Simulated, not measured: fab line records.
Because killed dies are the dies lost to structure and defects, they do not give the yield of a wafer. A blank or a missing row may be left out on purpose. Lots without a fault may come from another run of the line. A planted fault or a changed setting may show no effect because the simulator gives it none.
Which tool is to blame?	flow n5Finfet	10 lots with 29 wafers sampled at 5 steps, on a route of 1938 steps

WHAT THE GAUGES SHOWED, per wafer
N5_BEOL_M8_CD_MEAS_28 targets a cd of 40 nm. Usual: cdNm at 40.05 nm, with a standard deviation of 0.23.
lot	measured	on	cdNm (nm)	flag
L540	day 9 00:33	cdSem-03	40.25 40.14 40.12	
L544	day 10 04:24	cdSem-02	39.59 39.71 40.27	
L548	day 11 10:08	cdSem-03	39.96 39.51	
L550	day 11 12:11	cdSem-03	40.18 39.93 39.75	
L557	day 13 23:22	cdSem-01	40.29 40.49 39.92	
L559	day 14 08:08	cdSem-02	39.92 39.86 39.93	
L558	day 14 20:11	cdSem-03	39.97 39.59 39.59	
L560	day 15 00:29	cdSem-01	40.09 40.40 39.88	
L561	day 15 08:23	cdSem-03	40.10 40.12 40.13	
L562	day 15 17:37	cdSem-02	39.81 39.50 40.07	

N5_BEOL_M9_THK_MEAS_01. Usual: M9_ILD_THK gives 268 nm (standard deviation 3.8).
lot	measured	on	M9_ILD_THK (nm)	flag
L540	day 9 05:25	filmMetro-02	263 265 265	
L544	day 10 08:14	filmMetro-02	264 273 269	
L548	day 11 14:28	filmMetro-02	267 274	
L550	day 11 18:25	filmMetro-01	268 272 273	
L557	day 14 03:44	filmMetro-02	268 274 273	
L559	day 14 11:42	filmMetro-02	269 273 269	
L558	day 14 23:42	filmMetro-02	267 269 271	
L560	day 15 05:37	filmMetro-02	271 273 275	
L561	day 15 12:56	filmMetro-02	266 272 273	
L562	day 15 21:43	filmMetro-02	264 278 273	

TOOL THAT RAN EACH LOT (tool first, then ch and the chambers of the sampled wafers, then the start)
lot	N5_BEOL_M8_PECVD_70	N5_BEOL_M8_ETCH_72	N5_BEOL_M8_CMP_52
L540	pecvd-01 ch 0,1, day 8 21:21	rieDiel-05 ch 0,2, day 9 00:44	cmp-03 ch 1,2, day 9 04:20
L544	pecvd-01 ch 0,1,2, day 10 01:19	rieDiel-05 ch 0,2, day 10 04:41	cmp-04 ch 0,1,2, day 10 07:13
L548	pecvd-01 ch 0, day 11 05:50	rieDiel-06 ch 2,3, day 11 10:17	cmp-04 ch 1,3, day 11 13:29
L550	pecvd-01 ch 0,1,2, day 11 08:58	rieDiel-04 ch 0,1,2, day 11 12:21	cmp-03 ch 0,1,3, day 11 16:52
L557	pecvd-01 ch 0,1,2, day 13 20:24	rieDiel-04 ch 0,1,3, day 13 23:32	cmp-03 ch 0,1,3, day 14 02:17
L559	pecvd-01 ch 0,1,2, day 14 03:13	rieDiel-06 ch 1,2, day 14 08:17	cmp-04 ch 1,3, day 14 10:37
L558	pecvd-01 ch 1,2, day 14 18:26	rieDiel-06 ch 0,1,3, day 14 20:21	cmp-03 ch 1,2,3, day 14 22:35
L560	pecvd-03 ch 1,2, day 14 19:59	rieDiel-04 ch 0,3, day 15 00:40	cmp-02 ch 0,1,2, day 15 04:37
L561	pecvd-04 ch 1,2, day 15 04:02	rieDiel-04 ch 1,2, day 15 08:50	cmp-03 ch 0,1, day 15 11:26
L562	pecvd-03 ch 2, day 15 12:15	rieDiel-04 ch 1,2, day 15 17:47	cmp-02 ch 2,3, day 15 20:40
- N5_BEOL_M8_PECVD_70: deposits SiO2 from TEOS/O2, target thk 20 nm, time 22.7 s.
- N5_BEOL_M8_ETCH_72: etches underlayer in N2/H2, target depth 6.5 nm, time 5.2 s.
- N5_BEOL_M8_CMP_52: polishes, stops on SiCOH lowk, t overpolish 6.9 s, target thk 80 nm.

WHAT THE TOOLS THEMSELVES READ (means of the sampled wafers that have a number; where no wafer has one, the mark that the record gives instead)
N5_BEOL_M8_PECVD_70. Usual: chamberPressureTorr 5.500 Torr, standard deviation 0.011; heaterPowerW 761 W, standard deviation 110; showerheadPlenumPTorr 8.74 Torr, standard deviation 0.051; throttleValvePct 22.4 %, standard deviation 1.4.
lot	tool	chamberPressureTorr (Torr)	heaterPowerW (W)	showerheadPlenumPTorr (Torr)	throttleValvePct (%)	flag
L540	pecvd-01	5.493	715	8.70	21.8	
L544	pecvd-01	5.493	760	8.70	22.2	
L548	pecvd-01	5.505	672	8.70	21.4	
L550	pecvd-01	5.491	840	8.69	22.4	
L557	pecvd-01	5.507	775	8.69	22.4	
L559	pecvd-01	5.495	848	8.71	22.4	
L558	pecvd-01	5.504	828	8.70	22.7	
L560	pecvd-03	5.490	744	8.81	22.0	
L561	pecvd-04	5.502	669	8.77	21.3	
L562	pecvd-03	5.512	901	8.82	22.7	

N5_BEOL_M8_ETCH_72. Usual: drypumpMotorCurrentA 5.7 A, standard deviation 0.45; etchRfOnTimeS 5.19 s, standard deviation 0.17; oesProductAu 0.69 a.u., standard deviation 0.091; rfVppV 524 V, standard deviation 3.5; showerheadPlenumPTorr 2.53 Torr, standard deviation 0.11; throttleValvePct 17.73 %, standard deviation 0.26.
lot	tool	drypumpMotorCurrentA (A)	etchRfOnTimeS (s)	oesProductAu (a.u.)	rfVppV (V)	showerheadPlenumPTorr (Torr)	throttleValvePct (%)	flag
L540	rieDiel-05	5.3	5.35	0.59	524	2.54	17.83	
L544	rieDiel-05	5.5	5.15	0.75	528	2.67	17.52	
L548	rieDiel-06	6.0	5.02	0.66	520	2.45	18.02	
L550	rieDiel-04	5.6	5.36	0.66	525	2.59	17.74	
L557	rieDiel-04	5.4	5.26	0.68	523	2.53	17.55	
L559	rieDiel-06	5.8	5.03	0.72	521	2.46	17.95	
L558	rieDiel-06	6.4	5.10	0.74	521	2.47	17.77	
L560	rieDiel-04	5.5	5.19	0.73	527	2.63	17.56	
L561	rieDiel-04	5.6	5.34	0.57	525	2.55	17.97	
L562	rieDiel-04	5.4	5.45	0.57	523	2.47	17.77	

N5_BEOL_M8_CMP_52. Usual: barrierFieldEndpointS 29.1 s, standard deviation 0.95; edgeZonePressureFrac 0.999, standard deviation 0.0041; motorCurrentA 6.3 A, standard deviation 0.43; padLifeWafers 1263, standard deviation 620.
lot	tool	barrierFieldEndpointS (s)	edgeZonePressureFrac	motorCurrentA (A)	padLifeWafers	flag
L540	cmp-03	28.4	0.997	6.1	1279	
L544	cmp-04	30.4	0.996	6.1	974	
L548	cmp-04	22.8	0.998	6.0	1203	OFF
L550	cmp-03	25.3	0.998	6.2	1741	OFF
L557	cmp-03	29.3	0.994	6.2	2181	
L559	cmp-04	28.9	1.005	6.1	1699	
L558	cmp-03	28.3	1.000	6.2	109	
L560	cmp-02	28.7	1.000	6.6	176	
L561	cmp-03	28.2	0.999	5.8	151	
L562	cmp-02	29.2	1.000	7.0	290	

THE ANSWER, worked out from the rows above alone
Rule: a lot is off if the mean of its wafers that have a number lies more than 3 standard deviations from the usual mean. A lot without any number at a reading at which 4 lots or more have one is off too. Where the step has rows for the other lots, those lots are counted as sound. Order of review: gauges by route order, followed by the tools' own readings, for which a lot's mean as printed above is used. At the first step where some lot is off, the reading lying furthest off is the one used; lots without a number count as furthest.
Off: L548, L550 (N5_BEOL_M8_CMP_52, barrierFieldEndpointS).
A tool fits if, at that step or a process step before it, it ran every lot that is off, and no sound lot after the first of them. Not one of the candidates tried fits.

WHAT THE SIMULATOR HAD INSERTED
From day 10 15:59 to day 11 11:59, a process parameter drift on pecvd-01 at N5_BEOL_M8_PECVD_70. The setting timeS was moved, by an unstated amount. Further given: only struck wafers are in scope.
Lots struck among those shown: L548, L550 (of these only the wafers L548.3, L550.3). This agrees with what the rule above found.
